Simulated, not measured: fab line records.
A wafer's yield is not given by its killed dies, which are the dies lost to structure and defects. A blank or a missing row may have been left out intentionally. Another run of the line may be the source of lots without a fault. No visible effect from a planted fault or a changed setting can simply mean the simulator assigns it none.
Which tool was responsible? | flow nandHarc | 12 lots, 36 wafers sampled, at 2 steps of a route of 1302

## WHAT THE GAUGES SHOWED, per wafer
NHARC_A_CONTACT_CD_MEAS_42 targets a cd of 300 nm.
lot  | measured     | on       | cdNm (nm)
L075 | day 22 00:43 | cdSem-01 | 299.8 299.9 299.6
L077 | day 22 17:24 | cdSem-03 | 300.1 300.1 300.2
L079 | day 24 04:05 | cdSem-03 | 301.5 300.6 300.7
L080 | day 24 15:14 | cdSem-03 | 300.1 300.7 299.7
L086 | day 25 10:34 | cdSem-02 | 299.8 299.8 300.0
L084 | day 25 17:19 | cdSem-02 | 300.5 300.7 299.8
L087 | day 26 11:13 | cdSem-03 | 298.8 299.6 299.4
L089 | day 27 20:19 | cdSem-02 | 300.0 299.9 299.6
L092 | day 29 10:59 | cdSem-02 | 299.8 301.0 300.4
L093 | day 29 19:13 | cdSem-01 | 299.9 300.3 300.3
L095 | day 30 01:42 | cdSem-02 | 299.4 300.2 299.7
L096 | day 30 21:14 | cdSem-03 | 300.8 299.2 300.1

## WHICH TOOL RAN EACH LOT (tool, then ch and the chambers of the sampled wafers, then the start)
lot  | NHARC_A_WL_FILL_CVD_20
L075 | cvdW-01 ch 0,1, day 22 00:43 or earlier
L077 | cvdW-02 ch 0,1, day 22 17:24 or earlier
L079 | cvdW-01 ch 0,1, day 24 04:05 or earlier
L080 | cvdW-01 ch 0,1, day 24 15:14 or earlier
L086 | cvdW-01 ch 0,1, day 25 10:34 or earlier
L084 | cvdW-02 ch 0,1, day 25 17:19 or earlier
L087 | cvdW-01 ch 0,1, day 26 11:13 or earlier
L089 | cvdW-01 ch 0,1, day 27 20:19 or earlier
L092 | cvdW-02 ch 0,1, day 29 10:59 or earlier
L093 | cvdW-01 ch 0,1, day 29 19:13 or earlier
L095 | cvdW-02 ch 0,1, day 30 01:42 or earlier
L096 | cvdW-01 ch 1, day 30 21:14 or earlier
- NHARC_A_WL_FILL_CVD_20: deposits W, target thk 100 nm, time 74 s.

## THE ANSWER, worked out from the rows above alone
Rule: the lots themselves supply what counts as usual. Put in order of their means at a reading, lots are off if they are a third of the lots or fewer, leave a main group of 4 or more, and stand apart from it by a gap of 3 or more times the standard deviation of the main group's means; of several such gaps the widest counts. If all means in a main group match to the digits the tables above print for the reading, that group is not used. Also off: a lot with no number at a reading for which 4 or more lots have one. The other lots that the step has rows for count as sound.
None of the lots is off at any reading shown; this tells nothing.

## WHAT THE SIMULATOR HAD INSERTED
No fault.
